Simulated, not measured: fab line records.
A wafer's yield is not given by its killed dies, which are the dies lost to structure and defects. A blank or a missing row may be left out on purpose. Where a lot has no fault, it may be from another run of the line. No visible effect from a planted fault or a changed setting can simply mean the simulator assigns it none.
Chamber matching    flow n5-finfet    3 sister chambers for N5_BEOL_M5_PRE_CLEAN_77 on cvd-co-01
The step time 15 s. 6 wafers are shown with their chamber, then 12 later ones without.

## WAFERS WITH THEIR CHAMBER
wafer   chamber  heater-power-w (W)
L089.4  0        87
L089.5  2        90
L089.6  1        114
L090.1  0        85
L090.2  1        114
L090.3  2        89

## WAFERS WITH NO CHAMBER GIVEN
wafer   heater-power-w (W)
L090.4  115
L090.5  90
L090.6  83
L094.1  86
L094.2  115
L094.6  115
L093.2  88
L093.4  112
L093.6  85
L095.1  114
L095.5  112
L095.6  89

## EACH ONE'S CHAMBER
wafer   from the rows above      in truth
L090.4  1                        1
L090.5  2                        2
L090.6  0                        0
L094.1  0                        0
L094.2  1                        1
L094.6  1                        1
L093.2  can't be placed: 2 or 0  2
L093.4  1                        1
L093.6  0                        0
L095.1  1                        1
L095.5  1                        1
L095.6  2                        2
11 of 12 placed correctly. These rows do not allow placing 1 (true chamber among the candidates in 1). Wrongly placed: 0.
How it was worked out, from the rows above alone: a wafer's distance from a chamber is the root of the sum, over the readings, of the square of ((its reading less the chamber's mean) divided by the reading's scatter). The wafer belongs to the nearest chamber; if the next one is less than 2 further off, it can't be placed. The mean given for a chamber averages the wafers shown for that chamber. The scatter: take each reading less its chamber's mean, square it, sum over the shown wafers, divide by the number of wafers less the number of chambers, and take the root.
